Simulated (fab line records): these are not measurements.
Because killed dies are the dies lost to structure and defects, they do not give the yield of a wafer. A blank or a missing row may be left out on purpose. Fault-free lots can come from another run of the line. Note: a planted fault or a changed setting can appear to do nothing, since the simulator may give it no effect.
Which tool was responsible? / flow nandHarc / 12 lots, 36 wafers sampled, at 5 steps of a route of 1302

== WHAT THE GAUGES READ, wafer by wafer ==
NHARC_A_CONTACT_CD_MEAS_53.
lot=L077; measured=day 22 01:24; on=cdSem-01; cdNm (nm)=289.8 290.1 290.2
lot=L076; measured=day 22 13:41; on=cdSem-03; cdNm (nm)=289.9 289.9 289.8
lot=L079; measured=day 24 10:52; on=cdSem-03; cdNm (nm)=289.0 288.2 287.3
lot=L080; measured=day 25 04:24; on=cdSem-03; cdNm (nm)=288.8 288.7 288.6
lot=L084; measured=day 25 14:02; on=cdSem-01; cdNm (nm)=289.3 288.3 288.5
lot=L082; measured=day 25 23:01; on=cdSem-02; cdNm (nm)=290.3 289.8 290.2
lot=L087; measured=day 27 02:13; on=cdSem-03; cdNm (nm)=289.5 289.7 289.3
lot=L089; measured=day 27 14:41; on=cdSem-02; cdNm (nm)=290.9 290.8 290.8
lot=L093; measured=day 28 22:43; on=cdSem-01; cdNm (nm)=291.1 291.0 290.2
lot=L091; measured=day 29 04:09; on=cdSem-03; cdNm (nm)=289.9 289.7 289.6
lot=L096; measured=day 30 18:16; on=cdSem-02; cdNm (nm)=290.7 291.0 290.8
lot=L097; measured=day 31 10:22; on=cdSem-01; cdNm (nm)=290.7 290.6 291.0

== TOOL THAT RAN EACH LOT (tool first, then ch and the chambers of the sampled wafers, then the start) ==
lot=L077; NHARC_A_WL_FILL_ETCHBACK_16=rieDiel-02 ch 0,2, day 21 14:16 or earlier; NHARC_A_CONTACT_DEP_24=pecvd-02 ch 1,2, day 21 14:16; NHARC_A_CONTACT_ETCH_114=harCapEtch-02 ch 0,1, day 21 22:35; NHARC_A_CONTACT_ETCH_122=harCapEtch-02 ch 0,1, day 21 23:57
lot=L076; NHARC_A_WL_FILL_ETCHBACK_16=rieDiel-02 ch 1,2,3, day 22 01:10 or earlier; NHARC_A_CONTACT_DEP_24=pecvd-02 ch 1,2, day 22 01:10; NHARC_A_CONTACT_ETCH_114=harCapEtch-02 ch 0,1, day 22 10:47; NHARC_A_CONTACT_ETCH_122=harCapEtch-02 ch 0,1, day 22 12:10
lot=L079; NHARC_A_WL_FILL_ETCHBACK_16=rieDiel-01 ch 0,2,3, day 23 21:43 or earlier; NHARC_A_CONTACT_DEP_24=pecvd-02 ch 1,2, day 23 21:43; NHARC_A_CONTACT_ETCH_114=harCapEtch-02 ch 0,1, day 24 08:11; NHARC_A_CONTACT_ETCH_122=harCapEtch-02 ch 0,1, day 24 09:33
lot=L080; NHARC_A_WL_FILL_ETCHBACK_16=rieDiel-10 ch 0,1, day 24 17:28 or earlier; NHARC_A_CONTACT_DEP_24=pecvd-02 ch 0,1, day 24 17:28; NHARC_A_CONTACT_ETCH_114=harCapEtch-02 ch 0,1, day 25 01:41; NHARC_A_CONTACT_ETCH_122=harCapEtch-02 ch 0,1, day 25 03:02
lot=L084; NHARC_A_WL_FILL_ETCHBACK_16=rieDiel-02 ch 1,3, day 24 23:17 or earlier; NHARC_A_CONTACT_DEP_24=pecvd-01 ch 0,1,2, day 24 23:17; NHARC_A_CONTACT_ETCH_114=harCapEtch-02 ch 1, day 25 10:56; NHARC_A_CONTACT_ETCH_122=harCapEtch-02 ch 1, day 25 12:18
lot=L082; NHARC_A_WL_FILL_ETCHBACK_16=rieDiel-01 ch 0,1,3, day 25 08:24 or earlier; NHARC_A_CONTACT_DEP_24=pecvd-02 ch 0,1, day 25 08:24; NHARC_A_CONTACT_ETCH_114=harCapEtch-03 ch 0,1, day 25 20:17; NHARC_A_CONTACT_ETCH_122=harCapEtch-03 ch 0,1, day 25 21:40
lot=L087; NHARC_A_WL_FILL_ETCHBACK_16=rieDiel-01 ch 0,2,3, day 26 13:31 or earlier; NHARC_A_CONTACT_DEP_24=pecvd-02 ch 1,2, day 26 13:31; NHARC_A_CONTACT_ETCH_114=harCapEtch-03 ch 0,1, day 26 23:29; NHARC_A_CONTACT_ETCH_122=harCapEtch-03 ch 0,1, day 27 00:51
lot=L089; NHARC_A_WL_FILL_ETCHBACK_16=rieDiel-01 ch 1,3, day 27 01:44 or earlier; NHARC_A_CONTACT_DEP_24=pecvd-02 ch 0,1,2, day 27 01:44; NHARC_A_CONTACT_ETCH_114=harCapEtch-03 ch 0,1, day 27 11:17; NHARC_A_CONTACT_ETCH_122=harCapEtch-03 ch 0,1, day 27 13:06
lot=L093; NHARC_A_WL_FILL_ETCHBACK_16=rieDiel-10 ch 0,2,3, day 28 11:40 or earlier; NHARC_A_CONTACT_DEP_24=pecvd-01 ch 1,2, day 28 11:40; NHARC_A_CONTACT_ETCH_114=harCapEtch-03 ch 0,1, day 28 20:00; NHARC_A_CONTACT_ETCH_122=harCapEtch-03 ch 0,1, day 28 21:22
lot=L091; NHARC_A_WL_FILL_ETCHBACK_16=rieDiel-02 ch 1,2, day 28 15:57 or earlier; NHARC_A_CONTACT_DEP_24=pecvd-02 ch 0,1,2, day 28 15:57; NHARC_A_CONTACT_ETCH_114=harCapEtch-02 ch 0,1, day 29 00:46; NHARC_A_CONTACT_ETCH_122=harCapEtch-02 ch 0,1, day 29 02:36
lot=L096; NHARC_A_WL_FILL_ETCHBACK_16=rieDiel-01 ch 2,3, day 30 05:38 or earlier; NHARC_A_CONTACT_DEP_24=pecvd-02 ch 0,1, day 30 05:38; NHARC_A_CONTACT_ETCH_114=harCapEtch-01 ch 0,1, day 30 14:53; NHARC_A_CONTACT_ETCH_122=harCapEtch-01 ch 0,1, day 30 16:42
lot=L097; NHARC_A_WL_FILL_ETCHBACK_16=rieDiel-01 ch 0,2,3, day 30 22:35 or earlier; NHARC_A_CONTACT_DEP_24=pecvd-01 ch 0,1, day 30 22:35; NHARC_A_CONTACT_ETCH_114=harCapEtch-02 ch 0,1, day 31 07:39; NHARC_A_CONTACT_ETCH_122=harCapEtch-02 ch 0,1, day 31 09:01
- NHARC_A_WL_FILL_ETCHBACK_16: etches the open film in C4F8/O2/Ar, target depth 120 nm, time 24 s.
- NHARC_A_CONTACT_DEP_24: deposits SiO2, target thk 500 nm.
- NHARC_A_CONTACT_ETCH_114: etches the open film in C4F8/O2/Ar, time 190 s, target depth 1850 nm.
- NHARC_A_CONTACT_ETCH_122: etches the open film in C4F8/O2/Ar, time 190 s, target depth 1850 nm.

== THE ANSWER, worked out from the rows above alone ==
Rule: usual is defined by the lots themselves. The widest of any qualifying gaps counts: lots, ordered by their means at a reading, are off when they make up no more than a third of the lots, leave a main group of 4 or more, and stand apart from it by 3 or more times the standard deviation of that group's means. Not used: any main group whose means are identical at the precision the tables above print for the reading. A lot without any number at a reading at which 4 lots or more have one is off too. The other lots that the step has rows for count as sound.
Across all readings shown, no lot is off: no conclusion can be drawn from this.

== WHAT WAS PUT IN BY THE SIMULATOR ==
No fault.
